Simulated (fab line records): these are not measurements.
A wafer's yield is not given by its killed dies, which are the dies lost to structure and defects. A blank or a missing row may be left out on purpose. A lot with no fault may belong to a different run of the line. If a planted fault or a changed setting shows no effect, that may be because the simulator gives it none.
fab line records	flow nand_harc
[record] lots = 24	wafers = 72	last_day = 24
route steps=1159 shown A_CONTACT@948 A_BLC@987 A_M0@1023
lots untouched by any fault: they come from a run of this same line in which no faults occurred
start_h: the number of hours between the record's first day and the start of the first shown wafer of the lot	wait_h: hours from the lot's prior step to this one	" identical to the entry in the row above	L1.1+2: several wafers, shown together as one row	- no value, or no start given	* or withheld: withheld	< > ~ a bound
route shown NAME@n: NAME is a module with steps in the file, n the number in the route of the first one	usual: average and standard deviation across the fault-free wafers	same: alike in all rows	chamber/n: place in a boat	sites: the reading at each site	_std_site: the values' standard deviation	_edge_site: outer sites' mean less inner sites'	radius_mm: how far each site lies from the wafer's centre	mask NAME#n: copy n	behind: the last tool/chamber to shape the wafer	hold: why the lot was held/for how many hours/how that ended	device: whichever transistor did not switch (one of n, p or np)	end of line: the tests these same wafers got at the end of their route	for a step that has no rows: nothing shown but its recipe	killed: the dies lost at the first sort to structure and to defects; this is not the yield of the wafer	map: per-die view of a wafer (x killed, . not killed, _ where there is no die)
set.NAME: the setting the step ran with; set.NAME@STEP: the setting that earlier step ran with	model.NAME: the simulator's own value behind a step, which no gauge read
steps of the route over a sample of lots; a table a step, a row a wafer
services: a tool's chamber out of use, with start hour (start_h, from the record's first day; less than 0 if before it), hours out, and reason
[[steps]]
[step NHARC_A_CONTACT_ETCH_139]
[recipe] source_w = withheld	pressure_mtorr = 20	bias_v = 400	time_s = 137	target_depth_a = 5900	ar_flow_sccm = withheld	c4f8_flow_sccm = 11.5	o2_flow_sccm = 7.2	chemistry = C4F8/O2/Ar
lot.wafer	tool	chamber	start_h	wait_h	rf_hours_counter_h
L075.4	har_cap_etch-02	0	388.64	0.1	-
L075.3	"	1	"	"	-
L075.5	"	0	"	"	-
L074.2	har_cap_etch-02	1	390.11	0.1	13
L074.5	"	1	"	"	-
L074.6	"	0	"	"	-
L076.1	har_cap_etch-01	0	394.09	0.1	61
L076.2	"	1	"	"	61
L076.5	"	0	"	"	-
L077.1	har_cap_etch-03	1	394.27	0.1	86
L077.4	"	1	"	"	-
L077.3	"	0	"	"	-
L078.1	har_cap_etch-03	1	422.32	0.1	89
L078.2	"	0	"	"	89
L078.3	"	0	"	"	-
L079.2	har_cap_etch-02	0	423.29	0.1	17
L079.6	"	0	"	"	-
L079.5	"	1	"	"	-
L080.4	har_cap_etch-01	1	424.57	0.1	-
L080.3	"	0	"	"	-
L080.5	"	0	"	"	-
L082.2	har_cap_etch-02	0	433.35	0.1	19
L082.4	"	0	"	"	-
L082.3	"	1	"	"	-
L083.2	har_cap_etch-01	0	435.24	0.1	68
L083.1	"	1	"	"	68
L083.6	"	0	"	"	-
L081.1	har_cap_etch-01	1	439.36	0.1	69
L081.4	"	1	"	"	-
L081.5	"	1	"	"	-
L086.2	har_cap_etch-01	0	450.93	0.1	70
L086.6	"	0	"	"	-
L086.5	"	1	"	"	-
L084.2	har_cap_etch-01	0	455.32	0.1	71
L084.4	"	0	"	"	-
L084.5	"	0	"	"	-
L085.1	har_cap_etch-03	1	460.12	0.1	96
L085.4	"	1	"	"	-
L085.6	"	1	"	"	-
L087.1	har_cap_etch-01	1	464.51	0.1	73
L087.2	"	0	"	"	73
L087.4	"	1	"	"	-
L089.3	har_cap_etch-02	1	468.52	0.2	-
L089.4	"	0	"	"	-
L089.6	"	1	"	"	-
L088.1	har_cap_etch-03	1	469.41	0.1	98
L088.4	"	0	"	"	-
L088.6	"	1	"	"	-
L090.2	har_cap_etch-01	0	490.64	0.1	76
L090.4	"	0	"	"	-
L090.5	"	0	"	"	-
L093.1	har_cap_etch-02	0	491.62	0.1	31
L093.2	"	1	"	"	31
L093.6	"	0	"	"	-
L091.2	har_cap_etch-03	1	496.97	0.1	101
L091.3	"	0	"	"	-
L091.5	"	1	"	"	-
L094.1	har_cap_etch-02	0	508.75	0.1	34
L094.4	"	0	"	"	-
L094.5	"	0	"	"	-
L092.1	har_cap_etch-01	0	513.62	0.1	82
L092.3	"	1	"	"	-
L092.6	"	0	"	"	-
L095.2	har_cap_etch-03	0	516.42	0.1	106
L095.3	"	1	"	"	-
L095.6	"	1	"	"	-
L096.2	har_cap_etch-03	1	519.96	0.2	107
L096.4	"	0	"	"	-
L096.3	"	1	"	"	-
L097.1	har_cap_etch-01	1	527.16	0.1	85
L097.2	"	0	"	"	85
L097.4	"	1	"	"	-
[step NHARC_A_CONTACT_STRIP_26]
[recipe] o2_flow_sccm = 500	ar_flow_sccm = 0	bias_w = 0	chemistry = O2
[usual] drypump_motor_current_A = 5.63/0.29	oes_product_au = 0.998/0.0068	rf_vpp_V = 57.7/0.96	showerhead_plenum_p_Torr = 3.52/0.12	throttle_valve_pct = 17.035/0.009
lot.wafer	tool	chamber	start_h	wait_h	drypump_motor_current_A	oes_product_au	rf_hours_counter_h	rf_vpp_V	showerhead_plenum_p_Torr	throttle_valve_pct
L075.4	rie_diel-12	3	-	-	5.43	0.999	0	57.1	3.40	17.035
L075.3	"	0	"	"	5.53	1.002	0	58.1	3.68	17.046
L075.5	"	2	"	"	5.90	0.999	-	55.9	3.40	17.044
L074.2	rie_diel-12	2	-	-	5.88	0.986	0	56.2	3.40	17.018
L074.6	"	0	"	"	5.54	1.006	-	55.6	3.68	17.036
L074.5	"	1	"	"	5.77	1.006	-	59.2	3.50	17.029
L076.1	rie_diel-12	3	-	-	5.44	0.994	1	56.6	3.40	17.020
L076.2	"	1	"	"	5.79	1.012	1	59.4	3.50	17.026
L076.5	"	3	"	"	5.43	1.003	-	57.8	3.40	17.048
L077.1	rie_diel-12	1	-	-	5.77	0.992	1	58.0	3.50	17.038
L077.4	"	2	"	"	5.86	0.997	1	57.1	3.40	17.024
L077.3	"	0	"	"	5.54	0.986	1	59.1	3.68	17.038
L078.2	rie_diel-02	0	-	-	5.64	0.998	36	57.5	3.69	17.044
L078.3	"	2	"	"	6.22	1.002	34	59.0	3.66	17.026
L078.1	"	3	"	"	4.93	1.006	30	58.2	3.47	17.032
L079.2	rie_diel-12	0	-	-	5.54	1.002	6	58.3	3.68	17.023
L079.6	"	2	"	"	5.87	0.994	-	58.1	3.40	17.024
L079.5	"	3	"	"	5.46	0.994	-	57.8	3.40	17.031
L080.4	rie_diel-12	3	-	-	5.43	0.996	5	58.1	3.40	17.046
L080.3	"	0	"	"	5.54	1.000	6	58.2	3.68	17.044
L080.5	"	2	"	"	5.86	0.984	-	56.7	3.40	17.038
L082.4	rie_diel-04	2	-	-	5.08	1.008	50	56.9	3.52	17.043
L082.3	"	3	"	"	5.73	1.000	47	58.3	3.61	17.037
L082.2	"	1	"	"	5.57	0.997	48	58.6	3.75	17.033
L083.1	rie_diel-12	1	-	-	5.76	0.990	9	58.5	3.49	17.032
L083.2	"	2	"	"	5.87	0.986	8	58.1	3.40	17.039
L083.6	"	0	"	"	5.52	1.002	-	60.2	3.68	17.043
L081.4	rie_diel-02	0	-	-	5.65	0.987	42	58.8	3.69	17.044
L081.1	"	3	"	"	4.95	1.006	36	57.3	3.47	17.021
L081.5	"	1	"	"	5.85	0.998	-	58.8	3.47	17.035
L086.2	rie_diel-12	1	-	-	5.81	0.997	12	58.4	3.49	17.035
L086.6	"	3	"	"	5.43	1.007	-	58.2	3.40	17.014
L086.5	"	0	"	"	5.55	0.992	-	57.8	3.67	17.053
L084.4	rie_diel-04	0	-	-	5.35	0.987	56	56.5	3.40	17.035
L084.2	"	2	"	"	5.07	1.014	61	56.3	3.52	17.037
L084.5	"	3	"	"	5.77	1.012	-	58.4	3.60	17.020
L085.1	rie_diel-12	0	-	-	5.54	1.001	13	58.1	3.67	17.038
L085.4	"	1	"	"	5.78	0.994	14	57.5	3.49	17.033
L085.6	"	0	"	"	5.55	1.006	-	57.8	3.67	17.037
L087.4	rie_diel-02	1	-	-	5.83	0.999	53	58.9	3.46	17.041
L087.1	"	2	"	"	6.23	0.998	50	57.7	3.65	17.041
L087.2	"	0	"	"	5.66	0.983	55	57.1	3.68	17.030
L089.3	rie_diel-12	3	-	-	5.37	1.007	14	57.9	3.40	17.050
L089.4	"	2	"	"	5.88	1.002	14	56.5	3.39	17.038
L089.6	"	0	"	"	5.55	1.009	-	57.3	3.67	17.039
L088.1	rie_diel-12	0	-	-	5.52	1.004	14	57.4	3.67	17.033
L088.4	"	2	"	"	5.86	0.995	14	55.6	3.39	17.028
L088.6	"	3	"	"	5.45	1.002	-	55.9	3.40	17.030
L090.4	rie_diel-12	3	-	-	5.44	1.004	17	56.9	3.39	17.036
L090.2	"	1	"	"	5.79	1.000	17	58.5	3.49	17.035
L090.5	"	3	"	"	5.44	1.003	-	56.7	3.40	17.038
L093.2	rie_diel-04	0	-	-	5.40	1.004	5	56.9	3.39	17.031
L093.1	"	1	"	"	5.60	0.988	5	58.8	3.74	17.049
L093.6	"	0	"	"	5.39	0.996	-	57.1	3.39	17.021
L091.3	rie_diel-12	1	-	-	5.81	0.997	19	57.6	3.49	17.048
L091.2	"	3	"	"	5.45	1.000	18	58.2	3.39	17.027
L091.5	"	0	"	"	5.51	0.995	-	58.5	3.67	17.036
L094.1	rie_diel-04	2	-	-	5.09	1.010	12	58.2	3.51	17.028
L094.4	"	1	"	"	5.53	1.002	12	59.1	3.73	17.038
L094.5	"	3	"	"	5.75	1.011	-	60.0	3.59	17.055
L092.3	rie_diel-12	2	-	-	5.87	0.994	23	57.2	3.39	17.038
L092.1	"	0	"	"	5.54	0.995	24	59.2	3.67	17.023
L092.6	"	2	"	"	5.88	0.995	-	57.8	3.39	17.015
L095.3	rie_diel-12	0	-	-	5.54	0.997	25	58.0	3.67	17.041
L095.2	"	2	"	"	5.88	1.002	23	55.7	3.39	17.037
L095.6	"	3	"	"	5.42	0.999	-	55.9	3.39	17.036
L096.4	rie_diel-02	2	-	-	6.23	0.993	4	57.1	3.64	17.037
L096.3	"	3	"	"	4.93	1.014	5	57.7	3.45	17.053
L096.2	"	0	"	"	5.64	0.994	3	58.0	3.67	17.038
L097.2	rie_diel-02	3	-	-	4.96	1.008	5	57.4	3.45	17.035
L097.4	"	0	"	"	5.68	0.996	4	58.0	3.67	17.045
L097.1	"	1	"	"	5.84	0.999	3	56.5	3.45	17.021
[step NHARC_A_BLC_PVD_32]
[recipe] target_thk_a = 50	chamber_pressure_pa = 5	power_w = 5000	substrate_temp_c = 200	time_s = 17.7	material = Ti
[usual] throttle_valve_pct = 29.5/0.56
lot.wafer	tool	chamber	start_h	wait_h	throttle_valve_pct
L075.3	pvd_sputter-03	-	-	-	29.2
L075.4	"	-	"	"	28.7
L075.5	"	-	"	"	28.6
L074.2	pvd_sputter-01	-	-	-	29.7
L074.6	"	-	"	"	30.0
L074.5	"	-	"	"	29.7
L076.1	pvd_sputter-01	-	-	-	30.1
L076.2	"	-	"	"	29.5
L076.5	"	-	"	"	29.9
L077.4	pvd_sputter-03	-	-	-	28.7
L077.1	"	-	"	"	28.4
L077.3	"	-	"	"	30.2
L078.1	pvd_sputter-02	-	-	-	29.4
L078.3	"	-	"	"	30.0
L078.2	"	-	"	"	29.0
L079.2	pvd_sputter-03	-	-	-	28.5
L079.5	"	-	"	"	30.1
L079.6	"	-	"	"	29.0
L080.3	pvd_sputter-02	-	-	-	29.0
L080.4	"	-	"	"	29.3
L080.5	"	-	"	"	28.6
L082.4	pvd_sputter-03	-	-	-	28.7
L082.3	"	-	"	"	29.1
L082.2	"	-	"	"	30.0
L083.1	pvd_sputter-01	-	-	-	29.6
L083.2	"	-	"	"	29.8
L083.6	"	-	"	"	29.7
L081.4	pvd_sputter-03	-	-	-	28.6
L081.1	"	-	"	"	30.2
L081.5	"	-	"	"	28.6
L086.2	pvd_sputter-02	-	-	-	29.7
L086.6	"	-	"	"	28.9
L086.5	"	-	"	"	29.0
L084.4	pvd_sputter-01	-	-	-	29.8
L084.2	"	-	"	"	29.4
L084.5	"	-	"	"	30.1
L085.1	pvd_sputter-01	-	-	-	29.5
L085.4	"	-	"	"	30.1
L085.6	"	-	"	"	29.9
L087.1	pvd_sputter-01	-	-	-	29.5
L087.2	"	-	"	"	29.5
L087.4	"	-	"	"	29.9
L089.3	pvd_sputter-02	-	-	-	29.3
L089.4	"	-	"	"	28.8
L089.6	"	-	"	"	29.0
L088.1	pvd_sputter-02	-	477.39	0.1	29.4
L088.4	"	-	"	"	30.1
L088.6	"	-	"	"	29.9
L090.4	pvd_sputter-02	-	-	-	29.2
L090.2	"	-	"	"	28.7
L090.5	"	-	"	"	29.8
L093.2	pvd_sputter-02	-	-	-	29.9
L093.1	"	-	"	"	28.6
L093.6	"	-	"	"	30.0
L091.3	pvd_sputter-03	-	-	-	29.4
L091.2	"	-	"	"	28.9
L091.5	"	-	"	"	28.9
L094.1	pvd_sputter-01	-	-	-	29.8
L094.4	"	-	"	"	29.6
L094.5	"	-	"	"	29.8
L092.3	pvd_sputter-01	-	-	-	29.7
L092.1	"	-	"	"	29.9
L092.6	"	-	"	"	29.5
L095.2	pvd_sputter-03	-	-	-	30.9
L095.3	"	-	"	"	29.4
L095.6	"	-	"	"	30.8
L096.2	pvd_sputter-01	-	-	-	29.7
L096.4	"	-	"	"	29.7
L096.3	"	-	"	"	30.1
L097.2	pvd_sputter-03	-	-	-	28.9
L097.4	"	-	"	"	29.2
L097.1	"	-	"	"	29.3
[step NHARC_A_BLC_CMP_25]
[recipe] t_overpolish_s = 30	target_thk_nm = 150
[usual] motor_current_A = 12.5/1.5	overpolish_run_s = 30.000/0.0091	time_to_endpoint_s = 30.4/2.3
[same] t_overpolish_s = 30
lot.wafer	tool	chamber	start_h	wait_h	motor_current_A	overpolish_run_s	time_to_endpoint_s
L075.4	cmp-03	1	400.67	0.3	12.9	30.005	28.2
L075.3	"	3	"	"	14.7	30.003	25.8
L075.5	"	2	"	"	10.7	30.020	28.7
L074.2	cmp-03	0	401.55	0.4	11.7	30.002	33.0
L074.6	"	0	"	"	11.4	30.010	29.7
L074.5	"	1	"	"	11.8	29.998	30.8
L076.2	cmp-04	3	403.92	0.4	11.3	29.999	26.9
L076.1	"	0	"	"	11.5	29.987	29.7
L076.5	"	2	"	"	15.5	30.007	29.2
L077.1	cmp-03	1	404.36	0.5	13.6	29.998	31.4
L077.4	"	3	"	"	15.0	30.022	29.0
L077.3	"	0	"	"	11.6	29.985	32.6
L078.2	cmp-01	3	430.38	0.5	13.1	30.014	31.2
L078.1	"	0	"	"	12.4	30.003	34.9
L078.3	"	1	"	"	12.6	29.999	30.7
L079.2	cmp-04	0	430.90	0.5	11.8	30.001	32.0
L079.6	"	1	"	"	12.7	29.996	30.1
L079.5	"	2	"	"	15.5	30.000	32.3
L080.3	cmp-01	2	431.26	0.3	10.4	29.993	32.5
L080.4	"	1	"	"	12.4	29.994	33.7
L080.5	"	3	"	"	12.7	29.997	33.2
L082.3	cmp-04	3	442.26	0.3	11.0	30.004	26.1
L082.4	"	0	"	"	11.8	30.006	30.6
L082.2	"	1	"	"	13.6	30.000	32.2
L083.2	cmp-01	1	447.77	0.5	12.4	29.988	33.4
L083.1	"	3	"	"	12.8	29.997	33.4
L083.6	"	0	"	"	11.4	30.004	33.3
L081.1	cmp-04	3	448.09	0.5	11.1	29.991	27.9
L081.4	"	0	"	"	12.1	30.004	29.7
L081.5	"	2	"	"	15.2	29.987	29.6
L086.2	cmp-01	0	457.29	0.4	11.5	30.013	32.7
L086.6	"	2	"	"	10.4	30.012	30.0
L086.5	"	3	"	"	12.5	29.990	29.5
L084.2	cmp-04	2	465.63	0.4	15.1	30.000	33.0
L084.4	"	3	"	"	11.8	30.006	30.3
L084.5	"	0	"	"	12.4	30.003	33.3
L085.4	cmp-03	3	471.62	0.4	14.5	29.999	28.7
L085.1	"	1	"	"	12.4	30.006	30.5
L085.6	"	3	"	"	14.9	30.000	26.7
L087.2	cmp-03	1	473.29	0.5	12.7	30.005	30.5
L087.1	"	2	"	"	10.9	29.989	32.2
L087.4	"	0	"	"	11.1	30.012	32.1
L089.4	cmp-04	3	482.16	0.3	11.2	29.992	27.7
L089.3	"	1	"	"	13.7	30.002	32.3
L089.6	"	0	"	"	12.3	29.986	31.8
L088.1	cmp-04	0	489.28	0.5	11.7	29.991	30.0
L088.4	"	2	"	"	15.0	29.998	32.0
L088.6	"	3	"	"	11.0	29.995	29.0
L090.4	cmp-03	3	505.00	0.2	16.0	30.009	30.6
L090.2	"	0	"	"	11.7	29.992	31.9
L090.5	"	3	"	"	15.4	29.998	29.5
L093.1	cmp-04	1	505.22	0.5	13.2	30.005	29.2
L093.2	"	2	"	"	15.9	29.995	28.5
L093.6	"	3	"	"	11.2	30.013	27.3
L091.3	cmp-04	2	509.28	0.3	15.6	30.003	32.1
L091.2	"	3	"	"	10.7	29.999	29.9
L091.5	"	2	"	"	14.8	30.008	32.6
L094.1	cmp-01	1	520.41	0.5	11.4	30.000	30.9
L094.4	"	2	"	"	9.7	30.002	27.3
L094.5	"	2	"	"	10.7	29.985	28.9
L092.3	cmp-04	0	520.87	0.2	11.1	29.999	31.3
L092.1	"	2	"	"	15.6	30.000	33.0
L092.6	"	0	"	"	11.1	30.000	33.7
L095.2	cmp-03	3	523.11	0.4	15.5	30.006	28.0
L095.3	"	1	"	"	12.2	30.013	29.3
L095.6	"	3	"	"	14.8	30.008	25.4
L096.3	cmp-04	0	535.92	0.3	11.5	29.997	27.8
L096.4	"	1	"	"	13.1	30.010	27.2
L096.2	"	2	"	"	14.6	29.999	26.0
L097.4	cmp-03	1	540.32	0.2	12.6	30.016	25.1
L097.2	"	3	"	"	15.3	29.996	28.5
L097.1	"	0	"	"	12.0	29.998	31.0
[step NHARC_A_BLC_INSPECT_28]
[usual] raw_defect_count = 473/180
lot.wafer	tool	chamber	start_h	wait_h	raw_defect_count
L075.3	defect_inspect-02	-	401.08	0.1	753
L075.4	"	-	"	"	523
L075.5	"	-	"	"	709
L074.2	defect_inspect-02	-	401.95	0.1	304
L074.5	"	-	"	"	598
L074.6	"	-	"	"	367
L076.1	defect_inspect-01	-	404.30	0.1	275
L076.2	"	-	"	"	452
L076.5	"	-	"	"	362
L077.1	defect_inspect-01	-	404.76	0.1	299
L077.3	"	-	"	"	330
L077.4	"	-	"	"	336
L078.1	defect_inspect-01	-	430.79	0.1	303
L078.2	"	-	"	"	434
L078.3	"	-	"	"	264
L079.2	defect_inspect-02	-	431.22	0.1	409
L079.5	"	-	"	"	332
L079.6	"	-	"	"	410
L080.3	defect_inspect-01	-	431.68	0.1	586
L080.4	"	-	"	"	624
L080.5	"	-	"	"	706
L082.2	defect_inspect-01	-	442.66	0.1	340
L082.3	"	-	"	"	334
L082.4	"	-	"	"	614
L083.1	defect_inspect-01	-	448.15	0.1	387
L083.2	"	-	"	"	457
L083.6	"	-	"	"	333
L081.1	defect_inspect-01	-	448.44	0.1	357
L081.4	"	-	"	"	357
L081.5	"	-	"	"	339
L086.2	defect_inspect-01	-	457.65	0.1	521
L086.5	"	-	"	"	329
L086.6	"	-	"	"	409
L084.2	defect_inspect-01	-	465.99	0.1	359
L084.4	"	-	"	"	383
L084.5	"	-	"	"	329
L085.1	defect_inspect-02	-	472.03	0.1	347
L085.4	"	-	"	"	374
L085.6	"	-	"	"	513
L087.1	defect_inspect-01	-	473.69	0.1	453
L087.2	"	-	"	"	348
L087.4	"	-	"	"	424
L089.3	defect_inspect-01	-	482.57	0.1	532
L089.4	"	-	"	"	276
L089.6	"	-	"	"	376
L088.1	defect_inspect-01	-	489.66	0.1	499
L088.4	"	-	"	"	490
L088.6	"	-	"	"	497
L090.2	defect_inspect-02	-	505.53	0.1	357
L090.4	"	-	"	"	499
L090.5	"	-	"	"	563
L093.1	defect_inspect-01	-	505.59	0.1	428
L093.2	"	-	"	"	401
L093.6	"	-	"	"	385
L091.2	defect_inspect-01	-	509.72	0.1	418
L091.3	"	-	"	"	611
L091.5	"	-	"	"	346
L094.1	defect_inspect-02	-	520.81	0.1	404
L094.4	"	-	"	"	298
L094.5	"	-	"	"	576
L092.1	defect_inspect-01	-	521.27	0.1	783
L092.3	"	-	"	"	953
L092.6	"	-	"	"	723
L095.2	defect_inspect-01	-	523.48	0.1	336
L095.3	"	-	"	"	416
L095.6	"	-	"	"	307
L096.2	defect_inspect-02	-	536.33	0.1	432
L096.3	"	-	"	"	1019
L096.4	"	-	"	"	622
L097.1	defect_inspect-02	-	540.72	0.1	1117
L097.2	"	-	"	"	1056
L097.4	"	-	"	"	462
[step NHARC_A_M0_INSPECT_27]
[usual] raw_defect_count = 439/130
lot.wafer	tool	chamber	start_h	wait_h	raw_defect_count
L075.3	defect_inspect-01	-	404.56	0.0	379
L075.4	"	-	"	"	488
L075.5	"	-	"	"	397
L074.2	defect_inspect-01	-	405.42	0.0	486
L074.5	"	-	"	"	527
L074.6	"	-	"	"	372
L076.1	defect_inspect-01	-	408.28	0.0	399
L076.2	"	-	"	"	435
L076.5	"	-	"	"	287
L077.1	defect_inspect-02	-	408.43	0.0	342
L077.3	"	-	"	"	364
L077.4	"	-	"	"	510
L078.1	defect_inspect-02	-	434.43	0.0	382
L078.2	"	-	"	"	589
L078.3	"	-	"	"	357
L079.2	defect_inspect-02	-	435.13	0.0	671
L079.5	"	-	"	"	620
L079.6	"	-	"	"	943
L080.3	defect_inspect-01	-	435.50	0.0	401
L080.4	"	-	"	"	277
L080.5	"	-	"	"	487
L082.2	defect_inspect-01	-	446.20	0.0	493
L082.3	"	-	"	"	329
L082.4	"	-	"	"	435
L083.1	defect_inspect-01	-	451.57	0.0	414
L083.2	"	-	"	"	494
L083.6	"	-	"	"	417
L081.1	defect_inspect-02	-	452.00	0.0	401
L081.4	"	-	"	"	385
L081.5	"	-	"	"	590
L086.2	defect_inspect-01	-	461.43	0.0	467
L086.5	"	-	"	"	322
L086.6	"	-	"	"	490
L084.2	defect_inspect-01	-	469.58	0.0	725
L084.4	"	-	"	"	416
L084.5	"	-	"	"	622
L085.1	defect_inspect-01	-	475.68	0.0	438
L085.4	"	-	"	"	285
L085.6	"	-	"	"	419
L087.1	defect_inspect-01	-	477.14	0.0	680
L087.2	"	-	"	"	400
L087.4	"	-	"	"	422
L089.3	defect_inspect-01	-	486.01	0.0	515
L089.4	"	-	"	"	400
L089.6	"	-	"	"	365
L088.1	defect_inspect-02	-	493.29	0.0	359
L088.4	"	-	"	"	430
L088.6	"	-	"	"	480
L090.2	defect_inspect-01	-	509.19	0.0	381
L090.4	"	-	"	"	303
L090.5	"	-	"	"	371
L093.1	defect_inspect-01	-	509.27	0.0	330
L093.2	"	-	"	"	463
L093.6	"	-	"	"	400
L091.2	defect_inspect-02	-	513.35	0.0	329
L091.3	"	-	"	"	411
L091.5	"	-	"	"	332
L094.1	defect_inspect-01	-	524.41	0.0	362
L094.4	"	-	"	"	272
L094.5	"	-	"	"	306
L092.1	defect_inspect-02	-	525.08	0.0	736
L092.3	"	-	"	"	877
L092.6	"	-	"	"	1084
L095.2	defect_inspect-02	-	527.70	0.0	421
L095.3	"	-	"	"	543
L095.6	"	-	"	"	390
L096.2	defect_inspect-01	-	540.23	0.0	395
L096.3	"	-	"	"	342
L096.4	"	-	"	"	302
L097.1	defect_inspect-01	-	544.30	0.0	350
L097.2	"	-	"	"	388
L097.4	"	-	"	"	444
[[services]]
tool	chamber	start_h	hours	kind
rie_diel-02	3	366.58	10.0	repair
cmp-01	-	375.65	4.0	pm
pvd_sputter-01	-	376.96	10.0	pm
rie_diel-12	-	379.56	9.0	pm
har_cap_etch-01	-	381.60	1.5	repair
pvd_sputter-02	-	383.11	0.5	repair
pvd_sputter-01	-	390.12	2.8	repair
pvd_sputter-02	-	392.00	10.0	pm
cmp-04	-	399.11	4.0	pm
cmp-03	-	407.09	0.6	repair
pvd_sputter-01	-	423.62	5.1	repair
cmp-03	-	427.72	4.4	repair
cmp-01	-	433.95	2.4	repair
har_cap_etch-03	-	451.41	0.4	repair
cmp-03	-	452.89	4.0	pm
pvd_sputter-03	-	458.00	10.0	pm
har_cap_etch-01	-	459.29	2.5	repair
pvd_sputter-03	-	468.49	2.1	repair
har_cap_etch-03	-	492.75	0.6	repair
rie_diel-12	2	493.22	6.1	repair
rie_diel-12	3	493.55	2.2	repair
cmp-04	-	497.11	4.0	pm
pvd_sputter-02	-	519.95	13.5	repair
rie_diel-12	1	537.76	13.6	repair
[[key]]
fault none
